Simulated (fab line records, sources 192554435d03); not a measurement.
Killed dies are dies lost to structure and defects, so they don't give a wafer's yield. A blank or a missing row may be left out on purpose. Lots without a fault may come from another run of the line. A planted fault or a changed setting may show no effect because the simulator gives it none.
Split-lot experiment | flow n5_finfet | 7 lots, 39 wafers read, on a route of 1938 steps

THE SPLIT
At N5_BEOL_M1_ILD_DEP_00 (deposits SiOC from DEMS/O2, target thk 79 nm, time 15.3 s), the setting target_thk_a was moved away from the recipe's 790 angstrom on 12 of the 39 wafers read, by +26.3% to +39.9%. The other wafers ran this setting at the recipe's value.

The file shows no step between the split and the reading.

THE READING
M1_ILD_THK, in nm, at N5_BEOL_M1_THK_MEAS_01. Fault-free wafers of this fab line usually give 79.0 nm, standard deviation 1.1 nm.

wafer  | tool, chamber at the split | target_thk_a as run, angstrom | against the recipe | M1_ILD_THK, nm | against lot-mates on the recipe
L074.1 | pecvd-04, 2                | 790                           | recipe             | 75.0           | -
L074.2 | pecvd-04, 1                | 1105                          | +39.9%             | 109.4          | +32.4
L074.3 | pecvd-04, 0                | 790                           | recipe             | 78.4           | -
L074.4 | pecvd-04, 1                | 1105                          | +39.9%             | 111.3          | +34.3
L074.5 | pecvd-04, 2                | 790                           | recipe             | 77.5           | -
L074.6 | pecvd-04, 0                | 1105                          | +39.9%             | 111.4          | +34.4
L075.1 | pecvd-03, 0,2              | 790                           | recipe             | 77.8           | -
L075.2 | pecvd-03, 0,2              | 790                           | recipe             | 77.8           | -
L075.3 | pecvd-03, 2,0,0            | 790                           | recipe             | 78.9           | -
L075.4 | pecvd-03, 2,0,0            | 790                           | recipe             | 78.9           | -
L075.5 | pecvd-03, 2,0,0            | 790                           | recipe             | 78.8           | -
L075.6 | pecvd-03, 2                | 790                           | recipe             | 79.8           | -
L080.1 | pecvd-04, 2                | 790                           | recipe             | 77.3           | -
L080.2 | pecvd-04, 0                | 790                           | recipe             | 78.3           | -
L080.3 | pecvd-04, 1                | 997.8                         | +26.3%             | 99.1           | +20.5
L080.4 | pecvd-04, 1                | 997.8                         | +26.3%             | 100.8          | +22.2
L080.5 | pecvd-04, 0                | 790                           | recipe             | 80.3           | -
L080.6 | pecvd-04, 2                | 997.8                         | +26.3%             | 98.8           | +20.2
L085.1 | pecvd-03, 1                | 790                           | recipe             | 77.9           | -
L085.2 | pecvd-03, 0                | 1070                          | +35.4%             | 104.7          | +26.2
L085.3 | pecvd-03, 2                | 790                           | recipe             | 79.1           | -
L085.4 | pecvd-03, 1                | 790                           | recipe             | 78.6           | -
L085.5 | pecvd-03, 0                | 1070                          | +35.4%             | 105.5          | +27.0
L085.6 | pecvd-03, 2                | 1070                          | +35.4%             | 108.1          | +29.6
L089.1 | pecvd-04, 1                | 790                           | recipe             | 78.4           | -
L089.2 | pecvd-04, 0                | 790                           | recipe             | 77.8           | -
L089.3 | pecvd-04, 0                | 790                           | recipe             | 79.0           | -
L089.4 | pecvd-04, 1                | 790                           | recipe             | 79.7           | -
L089.5 | pecvd-04, 1,0              | 790                           | recipe             | 79.1           | -
L089.6 | pecvd-04, 1,0              | 790                           | recipe             | 79.2           | -
L090.1 | pecvd-03, 0                | 790                           | recipe             | 79.2           | -
L090.2 | pecvd-03, 2                | 790                           | recipe             | 80.8           | -
L090.3 | pecvd-03, 1                | 790                           | recipe             | 78.7           | -
L090.4 | pecvd-03, 0                | 1077                          | +36.3%             | 109.9          | +30.3
L090.5 | pecvd-03, 2                | 1077                          | +36.3%             | 110.7          | +31.1
L090.6 | pecvd-03, 1                | 1077                          | +36.3%             | 109.6          | +30.0
L093.2 | pecvd-03, 1,0              | 790                           | recipe             | 77.9           | -
L093.3 | pecvd-03, 1,0              | 790                           | recipe             | 78.0           | -
L093.6 | pecvd-03, 0                | 790                           | recipe             | 79.2           | -
Where a row lists several chambers, the file gives one row for several wafers and doesn't say which wafer went through which chamber.

THE FIT
A straight line over all 39 wafers: M1_ILD_THK changes by +0.814 nm for each +1% of target_thk_a; r = +1.00; the points scatter about the line by 1.3 nm.
The same after taking each lot's own level away (the mean of its wafers on the recipe; 39 wafers): +0.82 nm for each +1%; r = +1.00; scatter 1.1 nm.
On that fit, the largest move of target_thk_a shifts the reading by 33 nm.
The lots' own levels span 76.97 to 79.57 nm, that is 2.4 times the standard deviation above.
So the lot-to-lot level changes the slope little: the two slopes agree.
Check: with one of the wafers moved furthest among these (+39.9%) left out of the fit, the line predicts +32.7 nm for it against its lot-mates. It came out at +32.4 nm against them.

THE WHOLE CHAIN: every reading that the file lists as answering this split, in the file's order
step                   | what it does                                              | reading                                                                            | change (the file's fit)              | r (the file's)
N5_BEOL_M1_ILD_DEP_00  | deposits SiOC from DEMS/O2, target thk 79 nm, time 15.3 s | SiOC_of_BEOL_M1_ILD_DEP_00.thk_nm (the simulator's own value, which no gauge read) | +0.82 nm for each +1% of the setting | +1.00
N5_BEOL_M1_THK_MEAS_01 |                                                           | M1_ILD_THK                                                                         | +0.82 for each +1% of the setting    | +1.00

THE FILE'S OWN FIT
M1_ILD_THK changes by +0.82 nm for each +1% of target_thk_a, r = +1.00.
